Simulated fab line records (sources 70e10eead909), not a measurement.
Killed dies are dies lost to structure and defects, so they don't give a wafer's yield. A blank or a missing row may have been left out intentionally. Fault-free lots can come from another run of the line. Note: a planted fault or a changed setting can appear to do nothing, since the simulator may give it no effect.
Chamber matching / flow nand-harc / NHARC_P_M0_PRE_CLEAN_31 on pecvd-01: 3 sister chambers
The step time 12 s. 16 wafers are shown with their chamber, then 8 later ones without.

== WAFERS, EACH WITH ITS CHAMBER ==
wafer=L074.3; chamber=0; heater-power-w (W)=639; susceptor-temp-C (C)=370.28
wafer=L074.4; chamber=2; heater-power-w (W)=547; susceptor-temp-C (C)=370.00
wafer=L074.6; chamber=0; heater-power-w (W)=638; susceptor-temp-C (C)=370.07
wafer=L078.2; chamber=0; heater-power-w (W)=702; susceptor-temp-C (C)=369.87
wafer=L078.3; chamber=2; heater-power-w (W)=623; susceptor-temp-C (C)=370.22
wafer=L078.4; chamber=2; heater-power-w (W)=618; susceptor-temp-C (C)=369.76
wafer=L079.1; chamber=1; heater-power-w (W)=593; susceptor-temp-C (C)=370.00
wafer=L079.4; chamber=1; heater-power-w (W)=585; susceptor-temp-C (C)=370.23
wafer=L079.5; chamber=0; heater-power-w (W)=720; susceptor-temp-C (C)=370.05
wafer=L083.1; chamber=2; heater-power-w (W)=571; susceptor-temp-C (C)=369.81
wafer=L083.2; chamber=1; heater-power-w (W)=560; susceptor-temp-C (C)=369.73
wafer=L083.6; chamber=0; heater-power-w (W)=673; susceptor-temp-C (C)=370.04
wafer=L085.1; chamber=2; heater-power-w (W)=563; susceptor-temp-C (C)=370.11
wafer=L085.2; chamber=0; heater-power-w (W)=728; susceptor-temp-C (C)=369.85
wafer=L085.5; chamber=2; heater-power-w (W)=561; susceptor-temp-C (C)=369.91
wafer=L089.2; chamber=1; heater-power-w (W)=560; susceptor-temp-C (C)=370.19

SIGNATURES (averages over the wafers above)
reading=heater-power-w; chamber 0=683.33; chamber 1=574.50; chamber 2=580.50; scatter within a chamber=32.6
reading=susceptor-temp-C; chamber 0=370.0267; chamber 1=370.0375; chamber 2=369.9683; scatter within a chamber=0.183
Rule: for a wafer and a chamber, the distance is found by dividing, reading by reading, the gap between the wafer's reading and the chamber's mean by the reading's scatter, squaring, summing and taking the root. If the next closest chamber is less than 2 further off than the closest, the wafer can't be placed; otherwise it belongs to the closest. The scatter: the root of (the sum of the squares of (reading less its chamber's mean) over the shown wafers, divided by (wafers less chambers)).

== WAFERS MISSING THEIR CHAMBER ==
wafer=L089.3; heater-power-w (W)=570; susceptor-temp-C (C)=370.02
wafer=L089.4; heater-power-w (W)=568; susceptor-temp-C (C)=370.07
wafer=L092.1; heater-power-w (W)=601; susceptor-temp-C (C)=370.25
wafer=L092.3; heater-power-w (W)=592; susceptor-temp-C (C)=370.16
wafer=L092.6; heater-power-w (W)=624; susceptor-temp-C (C)=369.95
wafer=L095.1; heater-power-w (W)=551; susceptor-temp-C (C)=369.83
wafer=L095.3; heater-power-w (W)=569; susceptor-temp-C (C)=370.00
wafer=L095.5; heater-power-w (W)=750; susceptor-temp-C (C)=370.02

== CHAMBER TAKEN BY EACH ==
wafer=L089.3; from the rows above=can't be placed: 1 or 2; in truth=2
wafer=L089.4; from the rows above=can't be placed: 1 or 2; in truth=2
wafer=L092.1; from the rows above=can't be placed: 1 or 2 or 0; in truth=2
wafer=L092.3; from the rows above=can't be placed: 1 or 2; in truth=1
wafer=L092.6; from the rows above=can't be placed: 2 or 1 or 0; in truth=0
wafer=L095.1; from the rows above=can't be placed: 2 or 1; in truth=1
wafer=L095.3; from the rows above=can't be placed: 1 or 2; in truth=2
wafer=L095.5; from the rows above=0; in truth=0
Correctly placed: 1 of 8. Not placeable from these rows: 7 (in 7, the candidates include the true chamber). Wrongly placed: 0.
